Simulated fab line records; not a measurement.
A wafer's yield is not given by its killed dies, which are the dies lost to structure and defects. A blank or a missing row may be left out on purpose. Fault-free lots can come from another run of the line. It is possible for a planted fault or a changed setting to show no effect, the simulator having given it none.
fab line records -- flow n5Finfet
[record] lots = 6, wafers = 18, lastDay = 18
route steps=1938 shown BEOL_M5@1113
lots with no fault: from the same line, run without faults
startH: the number of hours between the record's first day and the start of the first shown wafer of the lot -- waitH: hours elapsed since this lot's preceding step -- " identical to the entry in the row above -- L1.1+2: one row covering several wafers at once -- - value missing, or start not given -- * or withheld: withheld -- < > ~ a bound
route shown NAME@n: a module of which the file shows steps, and the number in the route of the first -- usual: mean/standard deviation taken from wafers without a fault -- same: alike in all rows -- chamber/n: place in a boat -- sites: each site's reading -- _std_site: the standard deviation of these -- _edge_site: inner sites' mean taken away from outer sites' mean -- radiusMm: how far each site lies from the wafer's centre -- mask NAME#n: copy n -- behind: the last tool/chamber to shape the wafer -- hold: why the lot was held/for how many hours/how that ended -- device: which transistor (n, p or np) failed to switch -- end of line: the same wafers' tests at the end of the route -- step lacking rows: just its recipe -- killed: count of dies lost to structure and defects at first sort (not the wafer's yield) -- map: the dies of a wafer, with x for killed, . for not killed, _ for no die there
set.NAME: the setting the step ran with; set.NAME@STEP: the setting that earlier step ran with -- model.NAME: the simulator's own value behind a step, which no gauge read
certain route steps with their lots: each step a table, each wafer a row
services: when a tool's chamber went out of use (startH, in hours from the record's first day, below 0 if earlier), for how many hours, and the reason
[[steps]]
[step N5_BEOL_M5_CURE_79]
[recipe] tempC = 385, timeS = 240, ambient = He/Ar, material = SiCOH_lowk
[usual] lampPowerPct = 52.32/0.055, wafer_temp_C_max = 386.9/0.59
lot.wafer,tool,chamber,startH,waitH,lampPowerPct,wafer_temp_C_max
L980.1,uvCure-03,1,215.40,0.1,52.27,386.4
L980.4,uvCure-03,1,215.40,0.1,52.30,386.8
L980.6,uvCure-03,1,215.40,0.1,52.17,386.3
L981.2,uvCure-01,2,217.33,0.1,52.38,386.4
L981.4,uvCure-01,2,217.33,0.1,52.29,386.5
L981.5,uvCure-01,2,217.33,0.1,52.36,386.1
L986.1,uvCure-03,0,247.90,0.0,52.33,387.0
L986.2,uvCure-03,0,247.90,0.0,52.35,387.8
L986.6,uvCure-03,0,247.90,0.0,52.31,386.8
L987.1,uvCure-03,0,253.04,0.0,52.32,388.0
L987.4,uvCure-03,0,253.04,0.0,52.45,388.4
L987.6,uvCure-03,0,253.04,0.0,52.40,387.0
L996.2,uvCure-01,0,307.22,0.1,52.28,386.9
L996.5,uvCure-01,0,307.22,0.1,52.34,387.2
L996.6,uvCure-01,0,307.22,0.1,52.33,387.1
L997.1,uvCure-02,1,310.66,0.2,52.36,387.8
L997.2,uvCure-02,1,310.66,0.2,52.28,388.5
L997.4,uvCure-02,1,310.66,0.2,52.33,387.0
[step N5_BEOL_M5_THK_MEAS_01]
[recipe] reads = SiCOH_lowk_of_BEOL_M5_ILD_DEP_00
[usual] M5_ILD_THK = 120.9/1.6
lot.wafer,tool,chamber,startH,waitH,M5_ILD_THK[nm]
L980.1,filmMetro-01,-,215.91,0.4,119.7
L980.4,filmMetro-01,-,215.91,0.4,121.4
L980.6,filmMetro-01,-,215.91,0.4,122.2
L981.2,filmMetro-02,-,217.76,0.4,120.3
L981.4,filmMetro-02,-,217.76,0.4,120.8
L981.5,filmMetro-02,-,217.76,0.4,122.7
L986.1,filmMetro-02,-,248.42,0.4,118.5
L986.2,filmMetro-02,-,248.42,0.4,121.5
L986.6,filmMetro-02,-,248.42,0.4,120.7
L987.1,filmMetro-01,-,253.55,0.4,119.2
L987.4,filmMetro-01,-,253.55,0.4,123.1
L987.6,filmMetro-01,-,253.55,0.4,121.6
L996.2,filmMetro-02,-,307.66,0.4,121.9
L996.5,filmMetro-02,-,307.66,0.4,121.4
L996.6,filmMetro-02,-,307.66,0.4,123.6
L997.1,filmMetro-01,-,311.17,0.4,121.5
L997.2,filmMetro-01,-,311.17,0.4,121.0
L997.4,filmMetro-01,-,311.17,0.4,120.9
[step N5_BEOL_M5_PECVD_70]
[recipe] material = SiO2, targetThkA = 160, tempC = 400, precursor = TEOS/O2, pressureTorr = 5.5, rfW = 450, teosFlowSccm = 53.8, gas = O2, flowSccm = 3000, timeS = 18
[usual] heaterPowerW = 745/94, showerheadPlenumPTorr = 8.78/0.058, throttleValvePct = 21.8/0.63
lot.wafer,tool,chamber,startH,waitH,heaterPowerW,showerheadPlenumPTorr,throttleValvePct
L980.1,pecvd-04,1,215.95,0.0,693,8.81,21.3
L980.4,pecvd-04,1,215.95,0.0,673,8.82,21.4
L980.6,pecvd-04,0,215.95,0.0,799,8.82,22.1
L981.2,pecvd-01,2,217.80,0.0,696,8.69,21.8
L981.4,pecvd-01,0,217.80,0.0,573,8.76,22.9
L981.5,pecvd-01,1,217.80,0.0,788,8.83,22.1
L986.1,pecvd-03,0,248.45,0.0,669,8.89,23.1
L986.2,pecvd-03,1,248.45,0.0,889,8.79,22.2
L986.6,pecvd-03,0,248.45,0.0,681,8.85,23.0
L987.1,pecvd-03,1,253.59,0.0,880,8.80,21.8
L987.4,pecvd-03,2,253.59,0.0,688,8.73,21.4
L987.6,pecvd-03,0,253.59,0.0,614,8.89,23.0
L996.2,pecvd-04,0,307.69,0.0,867,8.78,22.1
L996.5,pecvd-04,2,307.69,0.0,832,8.68,21.1
L996.6,pecvd-04,0,307.69,0.0,879,8.80,22.2
L997.1,pecvd-04,2,311.21,0.0,855,8.71,21.1
L997.2,pecvd-04,0,311.21,0.0,828,8.80,22.0
L997.4,pecvd-04,1,311.21,0.0,696,8.80,21.0
[step N5_BEOL_M5_HM_DEP_02]
[recipe] material = TiN, targetThkA = 200, tempC = 25, chamberPressurePa = 0.49996
[usual] throttleValvePct = 29.3/1.2
lot.wafer,tool,chamber,startH,waitH,throttleValvePct
L980.1,pvdSputter-01,-,216.62,0.6,29.6
L980.4,pvdSputter-01,-,216.62,0.6,27.3
L980.6,pvdSputter-01,-,216.62,0.6,27.3
L981.2,pvdSputter-02,-,221.54,3.7,28.2
L981.4,pvdSputter-02,-,221.54,3.7,30.7
L981.5,pvdSputter-02,-,221.54,3.7,30.1
L986.1,pvdSputter-02,-,249.09,0.6,30.9
L986.2,pvdSputter-02,-,249.09,0.6,30.4
L986.6,pvdSputter-02,-,249.09,0.6,30.7
L987.1,pvdSputter-01,-,255.34,1.7,27.3
L987.4,pvdSputter-01,-,255.34,1.7,29.3
L987.6,pvdSputter-01,-,255.34,1.7,30.2
L996.2,pvdSputter-03,-,309.30,1.6,27.3
L996.5,pvdSputter-03,-,309.30,1.6,30.2
L996.6,pvdSputter-03,-,309.30,1.6,29.2
L997.1,pvdSputter-03,-,312.24,1.0,27.2
L997.2,pvdSputter-03,-,312.24,1.0,29.3
L997.4,pvdSputter-03,-,312.24,1.0,30.1
[step N5_BEOL_M5_COAT_59]
[recipe] resist = SOC, tempC = 250, timeS = 60, spinRpm = 1500, resistThkNm = 60
[step N5_BEOL_M5_COAT_60]
[recipe] resist = SiARC, tempC = 220, timeS = 60, spinRpm = 1500, resistThkNm = 12
[step N5_BEOL_M5_COAT_71]
[recipe] resist = underlayer, tempC = 205, timeS = 60, spinRpm = 1500, resistThkNm = 5
[step N5_BEOL_M5_COAT_05]
[recipe] resist = CAR-EUV, spinRpm = 1500, resistThkNm = 30
[step N5_BEOL_M5_EBR_07]
[recipe] solvent = PGMEA, ebrWidthMm = 1.5
[step N5_BEOL_M5_SOFTBAKE_06]
[recipe] tempC = 110, timeS = 60, resist = CAR-EUV
[step N5_BEOL_M5_EXPOSE_08]
[recipe] maskId = M5, na = 0.33, sourceShape = annular, sigmaInner = 0.4, sigmaOuter = 0.8, polarization = unpolarized, targetCdNm = 28, doseMj = 35.75
[step N5_BEOL_M5_PEB_09]
[recipe] pebTempC = 100, pebTimeS = 60, resist = CAR-EUV
[step N5_BEOL_M5_DEVELOP_10]
[recipe] developTimeS = 30, developer = TMAH, resist = CAR-EUV, rinseLiquid = surfactantRinse, dry = airSpin, devTempC = 23
[usual] chillPlateTempC = 23.01/0.1, developTimeS = 30/0, exhaustPa = 45.2/0.97
lot.wafer,tool,chamber,startH,waitH,chillPlateTempC,developTimeS,exhaustPa,model.CAR-EUV_of_BEOL_M5_COAT_05.thkNm
L980.1,lithoTrack-01,0,217.08,-,23.08,30,45.9,29.6
L980.4,lithoTrack-01,0,217.08,-,22.97,30,45.3,29.6
L980.6,lithoTrack-01,0,217.08,-,23.00,30,45.4,29.6
L981.2,lithoTrack-05,0,221.87,-,23.05,30,45.4,29.6
L981.4,lithoTrack-05,0,221.87,-,22.98,30,45.6,29.6
L981.5,lithoTrack-05,0,221.87,-,23.05,30,44.5,29.6
L986.1,lithoTrack-02,-,249.43,-,-,-,-,30
L986.2,lithoTrack-02,-,249.43,-,-,-,-,30
L986.6,lithoTrack-02,-,249.43,-,-,-,-,30
L987.1,lithoTrack-05,-,255.80,-,-,-,-,30
L987.4,lithoTrack-05,-,255.80,-,-,-,-,30
L987.6,lithoTrack-05,-,255.80,-,-,-,-,30
L996.2,lithoTrack-05,0,309.64,-,22.93,30,45.7,29.8
L996.5,lithoTrack-05,0,309.64,-,23.05,30,47.2,29.8
L996.6,lithoTrack-05,0,309.64,-,22.96,30,45.3,29.8
L997.1,lithoTrack-02,0,312.70,-,22.93,30,45.5,29.6
L997.2,lithoTrack-02,0,312.70,-,22.72,30,44.9,29.6
L997.4,lithoTrack-02,0,312.70,-,22.78,30,45.3,29.6
[step N5_BEOL_M5_CD_MEAS_11]
[recipe] targetCdNm = 27.74, landingEnergyEv = 500, detector = seInlens
[usual] cdNm = 27.96/0.25
lot.wafer,tool,chamber,startH,waitH,cdNm
L980.1,cdSem-02,0,217.13,-,27.84
L980.4,cdSem-02,0,217.13,-,27.69
L980.6,cdSem-02,0,217.13,-,27.96
L981.2,cdSem-03,0,221.93,-,28.02
L981.4,cdSem-03,0,221.93,-,28.13
L981.5,cdSem-03,0,221.93,-,27.74
L986.1,cdSem-03,0,249.48,-,-
L986.2,cdSem-03,0,249.48,-,-
L986.6,cdSem-03,0,249.48,-,-
L987.1,cdSem-02,0,255.86,-,-
L987.4,cdSem-02,0,255.86,-,-
L987.6,cdSem-02,0,255.86,-,-
L996.2,cdSem-02,0,309.70,-,28.11
L996.5,cdSem-02,0,309.70,-,27.88
L996.6,cdSem-02,0,309.70,-,28.24
L997.1,cdSem-02,0,312.75,-,27.77
L997.2,cdSem-02,0,312.75,-,27.37
L997.4,cdSem-02,0,312.75,-,27.78
[[services]]
tool,chamber,startH,hours,kind
pecvd-01,-,200.46,0.3,repair
pecvd-03,-,201.67,6.0,pm
pecvd-04,2,202.38,-,clean
pecvd-04,2,202.38,-,consumableReplace:showerhead
pecvd-04,2,202.38,29.0,scheduledDown
pecvd-04,2,202.38,29.0,ventCycle
uvCure-03,-,213.27,2.1,pm
uvCure-03,-,218.92,6.0,pm
pecvd-01,2,232.52,6.1,repair
pvdSputter-02,-,239.55,2.6,repair
pecvd-01,-,261.97,1.2,repair
uvCure-02,-,263.93,0.6,repair
lithoTrack-02,-,268.38,-,consumableReplace:filter
pecvd-04,1,274.60,19.2,repair
uvCure-03,-,282.75,1.0,pm
pecvd-03,1,283.41,2.1,scheduledDown
uvCure-02,-,296.25,4.3,repair
lithoTrack-02,-,298.66,-,consumableReplace:filter
pvdSputter-01,-,306.96,5.3,repair
uvCure-02,-,311.98,7.5,pm
[[key]]
[firstSign] step = N5_BEOL_M5_DEVELOP_10, reading = toolRecord, direction = missing
effect none on later readings
[modelEffect] step = N5_BEOL_M5_DEVELOP_10, value = CAR-EUV_of_BEOL_M5_COAT_05.thkNm, without = 29.53, struck = 30
metAt N5_BEOL_M5_DEVELOP_10
struckWafers L986.1,L986.2,L986.6,L987.1,L987.4,L987.6
laterRowsLeftOut L986.1,L986.2,L986.6,L987.1,L987.4,L987.6
sortLeftOut L986.1,L986.2,L986.6,L987.1,L987.4,L987.6
onsetBetween 221.87 249.43
[fault] kind = skippedStepWhole, tool = lithoTrack-02,lithoTrack-05, chamber = -, onsetH = 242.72, steps = N5_BEOL_M5_DEVELOP_10, scope = struckLotsOnly
// sortLeftOut: the simulated sort isn't trusted on such a fault, so these wafers' sort isn't shown, and their yield isn't known
// laterRowsLeftOut: the simulator's readings of these wafers behind a module that went badly wrong aren't trusted and aren't shown, but for the sort
